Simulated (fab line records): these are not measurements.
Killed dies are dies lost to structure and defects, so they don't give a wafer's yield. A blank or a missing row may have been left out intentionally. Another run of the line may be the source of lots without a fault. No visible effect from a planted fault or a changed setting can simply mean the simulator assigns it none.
Split-lot experiment | flow n5Finfet | 39 wafers read across 7 lots, on a route 1938 steps long

## THE SPLIT ITSELF
At N5_WELL_APT_IMPLANT_15, the setting energyKev was moved away from the recipe's 25 on 18 of the 39 wafers read, by -14.7% to +15.9%. This setting was run at the recipe's value on the other wafers.

The reading is taken at the split's own step.

## THE READING
implant.drpNm (the simulator's own value, which no gauge read), in nm, at N5_WELL_APT_IMPLANT_15. There is no usual value for it anywhere in the file.

wafer  | tool, chamber at the split | energyKev as run | against the recipe | implant.drpNm, nm | against lot-mates on the recipe
L074.1 | implanter-02, 0            | 21.32            | -14.7%             | 7.562             | -0.895
L074.3 | implanter-02, 0            | 21.32            | -14.7%             | 7.562             | -0.895
L074.5 | implanter-02, 0            | 21.32            | -14.7%             | 7.562             | -0.895
L074.2 | implanter-02, 0            | 25               | recipe             | 8.457             | -
L074.4 | implanter-02, 0            | 25               | recipe             | 8.457             | -
L074.6 | implanter-02, 0            | 25               | recipe             | 8.457             | -
L075.1 | implanter-02, 0            | 25               | recipe             | 8.457             | -
L075.4 | implanter-02, 0            | 25               | recipe             | 8.457             | -
L075.6 | implanter-02, 0            | 25               | recipe             | 8.457             | -
L075.2 | implanter-02, 0            | 28.98            | +15.9%             | 9.402             | +0.945
L075.3 | implanter-02, 0            | 28.98            | +15.9%             | 9.402             | +0.945
L075.5 | implanter-02, 0            | 28.98            | +15.9%             | 9.402             | +0.945
L084.1 | implanter-01, 0            | 25               | recipe             | 8.457             | -
L084.2 | implanter-01, 0            | 25               | recipe             | 8.457             | -
L084.4 | implanter-01, 0            | 25               | recipe             | 8.457             | -
L084.3 | implanter-01, 0            | 22.42            | -10.3%             | 7.833             | -0.624
L084.5 | implanter-01, 0            | 22.42            | -10.3%             | 7.833             | -0.624
L084.6 | implanter-01, 0            | 22.42            | -10.3%             | 7.833             | -0.624
L085.3 | implanter-01, 0            | 25               | recipe             | 8.457             | -
L085.4 | implanter-01, 0            | 25               | recipe             | 8.457             | -
L085.6 | implanter-01, 0            | 25               | recipe             | 8.457             | -
L086.1 | implanter-02, 0            | 25               | recipe             | 8.457             | -
L086.3 | implanter-02, 0            | 25               | recipe             | 8.457             | -
L086.4 | implanter-02, 0            | 25               | recipe             | 8.457             | -
L086.2 | implanter-02, 0            | 28.01            | +12.0%             | 9.173             | +0.716
L086.5 | implanter-02, 0            | 28.01            | +12.0%             | 9.173             | +0.716
L086.6 | implanter-02, 0            | 28.01            | +12.0%             | 9.173             | +0.716
L087.1 | implanter-01, 0            | 27.9             | +11.6%             | 9.147             | +0.690
L087.2 | implanter-01, 0            | 27.9             | +11.6%             | 9.147             | +0.690
L087.4 | implanter-01, 0            | 27.9             | +11.6%             | 9.147             | +0.690
L087.3 | implanter-01, 0            | 25               | recipe             | 8.457             | -
L087.5 | implanter-01, 0            | 25               | recipe             | 8.457             | -
L087.6 | implanter-01, 0            | 25               | recipe             | 8.457             | -
L096.1 | implanter-01, 0            | 22.37            | -10.5%             | 7.82              | -0.637
L096.2 | implanter-01, 0            | 22.37            | -10.5%             | 7.82              | -0.637
L096.3 | implanter-01, 0            | 22.37            | -10.5%             | 7.82              | -0.637
L096.4 | implanter-01, 0            | 25               | recipe             | 8.457             | -
L096.5 | implanter-01, 0            | 25               | recipe             | 8.457             | -
L096.6 | implanter-01, 0            | 25               | recipe             | 8.457             | -

THE FIT
A straight line over all 39 wafers: implant.drpNm changes by +0.06 nm for each +1% of energyKev; r = +1.00; the points scatter about the line by 0.0042 nm.
The same after taking each lot's own level away (the mean of its wafers on the recipe; 39 wafers): +0.06 nm for each +1%; r = +1.00; scatter 0.0042 nm.
Per that fit: largest energyKev move, reading shift of 0.96 nm.
The lots' own levels span 8.4570 to 8.4570 nm.
Hence the lot-to-lot level has little effect on the slope; both slopes agree.
Check: +0.952 nm against its lot-mates is what the line predicts for one of the wafers moved furthest among these (+15.9%) when that wafer is left out of the fit. It came out at +0.945 nm against them.

## ADDITIONAL SPLITS CARRIED BY THESE WAFERS
Other splits were also applied to these wafers ahead of the reading. Each is held against what the fit with the lots' levels taken away leaves over:
other split on the same wafers | wafers away from the commonest value | r with implant.drpNm (lot level and that fit taken away)
N5_WELL_APT_EXPOSE_05 doseMj   | 15                                   | +0.06

## THE WHOLE CHAIN: every reading that the file lists as answering this split, in the file's order
step                   | what it does | reading                                                        | change (the file's fit)              | r (the file's)
N5_WELL_APT_IMPLANT_15 |              | implant.rpNm (the simulator's own value, which no gauge read)  | +0.14 nm for each +1% of the setting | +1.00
N5_WELL_APT_IMPLANT_15 |              | implant.drpNm (the simulator's own value, which no gauge read) | +0.06 nm for each +1% of the setting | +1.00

## FILE'S OWN FIT
implant.drpNm changes by +0.06 nm for each +1% of energyKev, r = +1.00.
